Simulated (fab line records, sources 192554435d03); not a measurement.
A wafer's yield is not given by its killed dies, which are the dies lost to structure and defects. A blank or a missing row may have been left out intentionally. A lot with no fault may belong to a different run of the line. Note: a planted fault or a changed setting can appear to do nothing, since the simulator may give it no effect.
A lot that was struck, set against a sound lot	flow n5-finfet	40 out of 1938 route steps
Sound: the wafers L847.1, L847.2, L847.4. Struck: wafers L839.1, L839.2, L839.6. The cause is given at the end.
Order at every step that has rows: each side's tool, ch and its chambers, its first start. Under that, the readings that differ: sound wafers	struck wafers	difference of the means	sigmas: that difference in standard deviations of wafers without a fault.
alike: words and numbers the same on both sides, and readings whose means are apart by under 2 such deviations; not compared: readings that were withheld, readings missing a value for some wafer, numbers with overlapping values and no deviation given by the record, and bounds like >300 which may hide the same value.
A row with sigmas, a row that says differs or no value, or rows on one side alone: a step with any of these is where the two part. Numbers that don't overlap but have no deviation are shown without sigmas and don't part them. A reading that every wafer of one side lacks parts them only if that side has two wafers or more.

first, 11 steps without rows for these wafers: N5_STI_FIN_REVEAL_CMP_04 (polishes, stops on Si3N4, t overpolish 4 s, target thk 131.83 nm); N5_STI_FIN_REVEAL_DENSIFY_30; N5_STI_FIN_REVEAL_ETCHBACK_08 (etches SiO2 in C4F6/O2, target depth 30.5 nm, time 10.167 s); N5_STI_FIN_REVEAL_STRIP_24 (strips in N2/H2, time 90 s); N5_STI_FIN_REVEAL_PRECLEAN_25 (cleans in SPM, time 90 s); N5_STI_FIN_REVEAL_PRECLEAN_26 (cleans in SC1, time 45 s); N5_STI_FIN_REVEAL_PRECLEAN_29 (cleans in DHF, time 30 s); N5_STI_FIN_REVEAL_SRD_12 (time 30 s); N5_STI_FIN_REVEAL_RECESS_09 (chemistry HF/NH3, target SiO2, afs cycles 11, target depth 42.5 nm, sublimation time 60 s); N5_STI_FIN_REVEAL_STRIP_16 (strips SiNx in H3PO4, target depth 23.8 nm); N5_STI_FIN_REVEAL_PRECLEAN_17 (cleans in NF3:NH3, afs cycles 1, time 20 s, sublimation time 60 s).
N5_STI_FIN_REVEAL_ETCH_34: etches Si in H2, material Si, target depth 0.97 nm.
  sound on rie-si-01 ch 0,2,3, day 7 10:16; struck on rie-si-01 ch 1,3, day 5 07:57
  no value came back on the struck wafers for any of 6 readings (bias-w (W), chamber-pressure-mTorr (mTorr) and others); on the sound wafers bias-w (W) reads 0 0 0
then, 7 steps without rows for these wafers: N5_STI_FIN_REVEAL_OXIDATION_31 (chemistry O2 PLASMA REMOTE, time 20 s); N5_STI_FIN_REVEAL_PRECLEAN_32 (cleans in NF3:NH3, afs cycles 1, time 20 s, sublimation time 60 s); N5_STI_FIN_REVEAL_STRIP_35 (strips Si3N4 in H3PO4, target depth 4 nm, time 39 s); N5_STI_FIN_REVEAL_SRD_21 (time 30 s); N5_STI_FIN_REVEAL_OXIDATION_33 (chemistry O2 PLASMA REMOTE, time 20 s); N5_STI_FIN_REVEAL_CLEAN_19 (cleans in O3/DIW, time 120 s); N5_STI_FIN_REVEAL_SRD_23 (time 30 s).
N5_STI_FIN_REVEAL_CD_MEAS_22: target cd 6.238 nm, pitch 28 nm.
  sound: cd-sem-01 at day 7 10:51; struck: cd-sem-01 at day 5 08:33
reading	sound	struck	difference	sigmas
cd-nm (nm)	6.44 6.23 5.94	8.06 7.81 8.36	+1.87	+9
then, 18 steps without rows for these wafers: N5_STI_FIN_REVEAL_PRECLEAN_18 (cleans in SC2, time 45 s); N5_STI_FIN_REVEAL_SRD_28 (time 30 s); N5_DUMMY_GATE_PRECLEAN_00 (cleans in O3/DIW, time 60 s); N5_DUMMY_GATE_SRD_01 (time 30 s); N5_DUMMY_GATE_ALD_02 (deposits SiO2, target thk 2 nm, pulse time 1 s); N5_DUMMY_GATE_CVD_03 (deposits a-Si from SiH4, target thk 150 nm, time 8042 s); N5_DUMMY_GATE_PRECLEAN_46 (cleans in DIW, time 89.5 s); N5_DUMMY_GATE_SRD_47 (dry time 32 s); N5_DUMMY_GATE_CMP_04 (polishes a-Si); N5_DUMMY_GATE_HM_DEP_06 (deposits SiNx from DCS/NH3, target thk 80 nm, time 5141 s); N5_DUMMY_GATE_PECVD_30 (deposits SiO2 from TEOS/O2, target thk 55 nm, time 10.8 s); N5_DUMMY_GATE_COAT_34 (time 60 s, resist thk 60 nm); N5_DUMMY_GATE_COAT_35 (time 60 s, resist thk 10 nm); N5_DUMMY_GATE_COAT_28 (time 60 s, resist thk 10 nm); N5_DUMMY_GATE_COAT_09 (resist thk 30 nm); N5_DUMMY_GATE_EBR_11; N5_DUMMY_GATE_SOFTBAKE_10 (time 60 s); N5_DUMMY_GATE_EXPOSE_12 (exposes mask GATE, target cd 25 nm).
-- record jumps: 6 days separate the struck wafers' starts on either side; left off in module DUMMY_GATE, taken up again in module BEOL_M4, whose first shown step is the route's number 1111 --
N5_BEOL_M4_RC_MEAS_101:
  sound on prober-01 ch 0, day 13 15:07; struck on prober-01 ch 0, day 11 03:30
reading	sound	struck	difference	sigmas
DIBL_N (mV/V)	33.3 34.7 33.8	46.9 45.0 46.1	+12.1	+9
DIBL_P (mV/V)	34.4 36.0 34.3	50.7 47.9 48.8	+14.2	+9
IOFF_N (nA/um)	0.129 0.153 0.130	0.690 0.573 0.585	+0.479	+21
IOFF_N_85C (nA/um)	2.6 3.0 2.6	10.7 9.1 9.2	+6.9	+18
IOFF_N_LIN (nA/um)	0.063 0.073 0.062	0.325 0.269 0.275	+0.224	+25
IOFF_N_LONG (nA/um)	5.68e-05 5.68e-05 5.71e-05	8.58e-05 8.72e-05 8.72e-05	+2.98e-05	+12
IOFF_P (nA/um)	0.212 0.238 0.206	0.692 0.551 0.585	+0.391	+14
IOFF_P_85C (nA/um)	3.7 4.1 3.6	10.0 8.2 8.7	+5.2	+13
IOFF_P_LIN (nA/um)	0.105 0.115 0.102	0.332 0.281 0.296	+0.196	+18
IOFF_P_LONG (nA/um)	0.000125 0.000118 0.00012	0.000143 0.000141 0.000144	+0.000022	+3
ION_N (uA/um)	668 674 659	756 732 740	+76	+8
ION_P (uA/um)	473 464 463	509 494 497	+33	+5
REXT_N (ohm.um)	74.7 75.5 75.7	67.1 66.1 66.6	-8.7	-6
REXT_P (ohm.um)	103.3 104.6 105.3	88.7 89.3 88.4	-15.6	-7
SS_N (mV/dec)	70.7 71.0 70.7	74.6 74.1 73.9	+3.4	+6
SS_P (mV/dec)	73.2 74.1 72.8	76.3 76.1 75.8	+2.7	+5
VT_N (mV)	252.3 249.5 253.6	224.6 229.0 228.2	-24.5	-9
VT_N_LONG (mV)	276.2 272.7 273.3	256.8 259.9 256.3	-16.4	-9
VT_N_LVT (mV)	102 99 103	73 76 76	-26	-8
VT_P (mV)	-250.3 -247.3 -248.2	-231.9 -239.0 -238.7	+12.1	+4
VT_P_LONG (mV)	-270.7 -270.8 -271.1	-263.1 -262.7 -263.2	+7.9	+3
VT_P_LVT (mV)	-97 -97 -99	-81 -83 -83	+15	+5
-- a jump in the record: the struck wafers' starts before and after are 5 days apart (it breaks off in module BEOL_M4 and resumes in module PASSIVATION, where the first step shown is number 1936 of the route) --
N5_PASSIVATION_PROBE_49:
  sound: prober-02 at day 18 03:36; struck: prober-01 at day 15 18:20
reading	sound	struck	difference	sigmas
sort_bin_4_leakage (%)	0 0 0	90.85 70.85 77.29	+79.66	
sort-n-pass	1076 1052 1088	14 201 151	-950	-56
sort-yield-pct (%)	91.2 89.2 92.2	1.2 17.0 12.8	-80.5	-54
  alike: defect-limited-yield, killed_at_M0_to_M3, killed_at_M4_up, killed-at-contacts, killed-at-front-end, killed-at-other, killed-dies, killed-open, killed-short, sort_bin_5_function, sort_bin_6_memory

WHERE THEY PART
Earliest at N5_STI_FIN_REVEAL_ETCH_34; latest, in this record, at N5_PASSIVATION_PROBE_49.

WHY: what had been put in by the simulator
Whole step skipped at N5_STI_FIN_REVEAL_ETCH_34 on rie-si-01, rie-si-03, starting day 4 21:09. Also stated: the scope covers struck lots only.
